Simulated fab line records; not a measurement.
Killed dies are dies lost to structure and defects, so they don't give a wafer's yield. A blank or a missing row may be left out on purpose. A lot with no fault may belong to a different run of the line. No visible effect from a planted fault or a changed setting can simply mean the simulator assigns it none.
Matching of chambers | flow nand harc | NHARC_A_STAIRCASE_ETCHBACK_157 on rie diel-04 has 4 sister chambers
The step etches the open film in CH3F/O2, target depth 90 nm, time 167.14 s. 8 wafers are shown with their chamber, then 11 later ones without.

WAFERS PAIRED WITH THEIR CHAMBERS
wafer  | chamber | drypump motor current A (A) | showerhead plenum p Torr (Torr)
L081.4 | 0       | 5.65                        | 2.53
L082.5 | 3       | 4.95                        | 2.40
L086.1 | 0       | 5.62                        | 2.53
L086.5 | 2       | 5.96                        | 2.49
L089.1 | 2       | 5.96                        | 2.49
L089.3 | 1       | 5.70                        | 2.51
L089.4 | 3       | 4.99                        | 2.39
L088.2 | 1       | 5.73                        | 2.51

WAFERS WITH NO CHAMBER GIVEN
wafer  | drypump motor current A (A) | showerhead plenum p Torr (Torr)
L088.4 | 4.98                        | 2.39
L088.6 | 4.97                        | 2.39
L090.1 | 5.60                        | 2.52
L090.3 | 5.93                        | 2.49
L090.6 | 5.92                        | 2.49
L092.3 | 5.59                        | 2.51
L092.4 | 5.94                        | 2.48
L092.6 | 5.96                        | 2.48
L097.2 | 5.60                        | 2.51
L097.3 | 5.73                        | 2.49
L097.6 | 5.95                        | 2.48

EACH ONE'S CHAMBER
wafer  | from the rows above     | in truth
L088.4 | 3                       | 3
L088.6 | 3                       | 3
L090.1 | 0                       | 0
L090.3 | 2                       | 2
L090.6 | 2                       | 2
L092.3 | can't be placed: 1 or 0 | 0
L092.4 | 2                       | 2
L092.6 | 2                       | 2
L097.2 | can't be placed: 1 or 0 | 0
L097.3 | 1                       | 1
L097.6 | 2                       | 2
Placed correctly: 9 of 11. Can't be placed from these rows: 2 (the true chamber is among the candidates in 2). 0 placed wrongly.
How it was worked out, from the rows above alone: a wafer's distance from a chamber is the root of the sum, over the readings, of the square of ((its reading less the chamber's mean) divided by the reading's scatter). If the next closest chamber is less than 2 further off than the closest, the wafer can't be placed; otherwise it belongs to the closest. The mean given for a chamber averages the wafers shown for that chamber. The scatter: take each reading less its chamber's mean, square it, sum over the shown wafers, divide by the number of wafers less the number of chambers, and take the root.
